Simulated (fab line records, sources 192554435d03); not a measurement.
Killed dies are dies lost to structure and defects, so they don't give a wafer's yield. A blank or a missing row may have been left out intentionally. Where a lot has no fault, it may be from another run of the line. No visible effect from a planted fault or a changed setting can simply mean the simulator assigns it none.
Problem report, 8D (eight disciplines) form, completed by code :: flow n5_finfet :: the parts of the form that need people (team, actions taken, sign-off) are left out

1. THE ISSUE
Mean of rf_fwd_power_W at N5_BEOL_M2_TRENCH_ETCH_37: 285.6 W across 6 wafers in 2 lots; on wafers with no fault it is 349.2 W (standard deviation 1.6). That puts it -40 standard deviations away from the usual mean.
The step: etches SiOC in C4F6/O2, target depth 55.555 nm, time 29.2 s.
First observed at day 8 20:08: wafer L315.1, on rie_diel-03. At this step, 24 wafers from 8 lots have a number in the record. By rule, "out" or "out of limits" means more than 4 standard deviations away from the usual mean. The other wafers with a number count as sound.

2. WHAT IT IS, WHAT IT ISN'T
question: which readings at this step
is: rf_fwd_power_W, rf_vpp_V
is not: drypump_motor_current_A, oes_product_au, showerhead_plenum_p_Torr

question: which lots
is: L315, L316
is not: L308, L325, L326, L328, L329, L330

question: which wafers of those lots
is: all that have a number
is not: -

question: read on which tools
is: rie_diel-03
is not: rie_diel-04, rie_diel-05

question: when
is: from day 8 20:08
is not: up to then (3 sound wafers); but 15 sound wafers of L325, L326, L328, L329, L330 came after

3. WHAT RULES OUT EACH SUSPECT
Counting: any tool at a process step up to the reading is kept as a suspect provided that every lot that is out went through it and no sound lot did after the first of them.
- rie_diel-03 at N5_BEOL_M2_TRENCH_ETCH_37 (etches SiOC in C4F6/O2, target depth 55.555 nm, time 29.2 s): ruled out as a lasting fault. The sound lots L326, L329 went through it after L315, its earliest lot that is out (day 8 20:08).
Left after counting: nothing in the record.

4. THE CAUSE (what the simulator had put in)
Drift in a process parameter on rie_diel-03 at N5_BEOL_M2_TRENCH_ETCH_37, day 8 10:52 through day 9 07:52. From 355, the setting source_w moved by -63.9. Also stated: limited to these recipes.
Counting ruled it out, wrongly.

5. SEQUENCE OF EFFECTS, ordered by route
Rows list readings where the struck wafers' mean (over those with a number) sits beyond 3 standard deviations from the usual. Scope: only readings with a usual standard deviation given in the record; hours: median across lots of the time from each lot's start at the first step in this table that gives one to its start at this step; sigmas: change in usual standard deviations.
hours: 0
step: N5_BEOL_M2_TRENCH_ETCH_37
reading: rf_fwd_power_W
usual: 349.2 W
on struck wafers: 285.6
change: -63.6
sigmas: -40

hours: 0
step: N5_BEOL_M2_TRENCH_ETCH_37
reading: rf_vpp_V
usual: 661 V
on struck wafers: 738
change: +77
sigmas: +7.0
Process steps it contains:
- N5_BEOL_M2_TRENCH_ETCH_37: etches SiOC in C4F6/O2, target depth 55.555 nm, time 29.2 s.
At these later measuring or inspecting steps, every struck wafer for which the step has a row has a number for every such reading, and none has moved that far: N5_BEOL_M2_OCD_MEAS_38, N5_BEOL_M4_RC_MEAS_101.

6. WHAT WOULD HAVE CAUGHT IT SOONER
In this record no reading fell out of limits until day 8 20:08, 9 hours after the fault had begun at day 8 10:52.
